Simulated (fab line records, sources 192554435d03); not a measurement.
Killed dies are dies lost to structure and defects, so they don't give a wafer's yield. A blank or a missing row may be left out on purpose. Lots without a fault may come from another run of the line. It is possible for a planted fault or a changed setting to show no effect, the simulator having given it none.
Matching of chambers | flow n5_finfet | N5_BEOL_M9_STRIP_19 on rie_diel-01 has 4 sister chambers
The step strips in O2. 16 wafers are shown with their chamber, then 8 later ones without.

== WAFERS, EACH WITH ITS CHAMBER ==
wafer  | chamber | drypump_motor_current_A (A) | throttle_valve_pct (%) | showerhead_plenum_p_Torr (Torr)
L076.3 | 1       | 6.2                         | 16.42                  | 2.07
L076.4 | 2       | 5.6                         | 16.30                  | 2.11
L076.5 | 0       | 6.1                         | 16.21                  | 2.13
L083.3 | 0       | 6.1                         | 16.24                  | 2.12
L083.4 | 2       | 5.6                         | 16.32                  | 2.11
L083.6 | 1       | 6.2                         | 16.43                  | 2.07
L085.2 | 3       | 5.9                         | 16.91                  | 2.01
L085.3 | 1       | 6.2                         | 16.44                  | 2.07
L085.6 | 1       | 6.3                         | 16.44                  | 2.07
L084.1 | 0       | 6.1                         | 16.26                  | 2.12
L084.3 | 1       | 6.2                         | 16.44                  | 2.07
L084.4 | 1       | 6.2                         | 16.45                  | 2.07
L093.4 | 1       | 6.2                         | 16.46                  | 2.06
L093.5 | 2       | 5.6                         | 16.33                  | 2.10
L093.6 | 3       | 5.9                         | 16.91                  | 2.00
L094.1 | 0       | 6.1                         | 16.28                  | 2.12

SIGNATURES (averages over the wafers above)
reading                  | chamber 0 | chamber 1 | chamber 2 | chamber 3 | scatter within a chamber
drypump_motor_current_A  | 6.100     | 6.214     | 5.600     | 5.900     | 0.0267
throttle_valve_pct       | 16.2475   | 16.4400   | 16.3167   | 16.9100   | 0.0186
showerhead_plenum_p_Torr | 2.1225    | 2.0686    | 2.1067    | 2.0050    | 0.00481
Rule: distance of a wafer from a chamber = root of the sum over the readings of ((wafer's reading minus chamber's mean) / reading's scatter) squared. The wafer belongs to the nearest chamber; if the next one is less than 2 further off, it can't be placed. The scatter: take each reading less its chamber's mean, square it, sum over the shown wafers, divide by the number of wafers less the number of chambers, and take the root.

== WAFERS WITH NO CHAMBER GIVEN ==
wafer  | drypump_motor_current_A (A) | throttle_valve_pct (%) | showerhead_plenum_p_Torr (Torr)
L094.4 | 5.6                         | 16.36                  | 2.10
L094.6 | 6.2                         | 16.46                  | 2.06
L092.1 | 6.1                         | 16.30                  | 2.12
L092.3 | 5.9                         | 16.93                  | 2.00
L092.4 | 6.2                         | 16.46                  | 2.06
L097.2 | 5.6                         | 16.38                  | 2.10
L097.5 | 6.2                         | 16.48                  | 2.06
L097.6 | 5.6                         | 16.38                  | 2.10

== WHICH CHAMBER EACH WENT THROUGH ==
wafer  | from the rows above | in truth
L094.4 | 2                   | 2
L094.6 | 1                   | 1
L092.1 | 0                   | 0
L092.3 | 3                   | 3
L092.4 | 1                   | 1
L097.2 | 2                   | 2
L097.5 | 1                   | 1
L097.6 | 2                   | 2
8 of 8 placed correctly. Can't be placed from these rows: 0. Placed wrongly: 0.
